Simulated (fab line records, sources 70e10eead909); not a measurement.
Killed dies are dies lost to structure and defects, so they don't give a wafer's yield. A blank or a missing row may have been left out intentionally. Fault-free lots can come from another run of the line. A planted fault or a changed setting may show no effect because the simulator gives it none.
What tool caused it? || flow nandHarc || 18 wafers from 6 lots sampled at 5 of the route's 1302 steps

WHAT EACH GAUGE READ, for each wafer
NHARC_END_SORT_01.
{"lot": "L951", "measured": "day 28 04:25", "on": "prober-02", "killedAtArray": "669 665 671"}

WHAT TOOL EACH LOT RAN ON (gives the tool, then ch and the chambers of the sampled wafers, and finally the start)
{"lot": "L943", "NHARC_P_M2_DEP_33": "pecvd-04 ch 1,2, day 6 22:05", "NHARC_A_ONON_D1_DEP_22": "pecvdOnon-03 ch 0, day 8 13:35", "NHARC_A_CHANNEL_HOLE_D1_ETCH_38": "rieDiel-07 ch 0,1, day 8 18:59", "NHARC_A_CHANNEL_HOLE_D1_ETCH_16": "rieDiel-07 ch 0,1,2, no start"}
{"lot": "L948", "NHARC_P_M2_DEP_33": "pecvd-04 ch 0,1,2, day 9 02:33", "NHARC_A_ONON_D1_DEP_22": "pecvdOnon-04 ch 0, day 10 18:31", "NHARC_A_CHANNEL_HOLE_D1_ETCH_38": "rieDiel-07 ch 0,1,3, day 11 00:37", "NHARC_A_CHANNEL_HOLE_D1_ETCH_16": "rieDiel-07 ch 0,1,3, no start"}
{"lot": "L951", "NHARC_P_M2_DEP_33": "pecvd-03 ch 0,1,2, day 10 03:25", "NHARC_A_ONON_D1_DEP_22": "pecvdOnon-03, day 11 22:38", "NHARC_A_CHANNEL_HOLE_D1_ETCH_38": "-", "NHARC_A_CHANNEL_HOLE_D1_ETCH_16": "-"}
{"lot": "L959", "NHARC_P_M2_DEP_33": "pecvd-04 ch 0,1,2, day 13 18:05", "NHARC_A_ONON_D1_DEP_22": "pecvdOnon-03 ch 0, day 15 09:08", "NHARC_A_CHANNEL_HOLE_D1_ETCH_38": "rieDiel-07 ch 0,1,2, day 15 15:13", "NHARC_A_CHANNEL_HOLE_D1_ETCH_16": "rieDiel-07 ch 0,2,3, no start"}
{"lot": "L963", "NHARC_P_M2_DEP_33": "pecvd-03 ch 1,2, day 15 01:38", "NHARC_A_ONON_D1_DEP_22": "pecvdOnon-03 ch 0, day 16 17:01", "NHARC_A_CHANNEL_HOLE_D1_ETCH_38": "rieDiel-07 ch 0,3, day 17 02:11", "NHARC_A_CHANNEL_HOLE_D1_ETCH_16": "rieDiel-07 ch 0,1,2, no start"}
{"lot": "L965", "NHARC_P_M2_DEP_33": "pecvd-04 ch 0,2, day 16 10:50", "NHARC_A_ONON_D1_DEP_22": "pecvdOnon-01 ch 0, day 18 03:24", "NHARC_A_CHANNEL_HOLE_D1_ETCH_38": "rieDiel-07 ch 0,1,2, day 18 08:44", "NHARC_A_CHANNEL_HOLE_D1_ETCH_16": "rieDiel-07 ch 0,2,3, no start"}
- NHARC_P_M2_DEP_33: deposits SiCN, target thk 30 nm.
- NHARC_A_ONON_D1_DEP_22: target thk 1000 nm.
- NHARC_A_CHANNEL_HOLE_D1_ETCH_38: etches the open film in CF4, target depth 39 nm, time 65 s.
- NHARC_A_CHANNEL_HOLE_D1_ETCH_16: etches the open film in O2/COS, target depth 3100 nm, time 806 s.

THE ANSWER, worked out from the rows above alone
Rule: the usual values come from the lots themselves. The widest of any qualifying gaps counts: lots, ordered by their means at a reading, are off when they make up no more than a third of the lots, leave a main group of 4 or more, and stand apart from it by 3 or more times the standard deviation of that group's means. If all means in a main group match to the digits the tables above print for the reading, that group is not used. A lot without any number at a reading at which 4 lots or more have one is off too. All remaining lots with rows at the step are treated as sound.
Nothing can be told from this: no lot is off at any reading shown.

WHAT THE SIMULATOR HAD INSERTED
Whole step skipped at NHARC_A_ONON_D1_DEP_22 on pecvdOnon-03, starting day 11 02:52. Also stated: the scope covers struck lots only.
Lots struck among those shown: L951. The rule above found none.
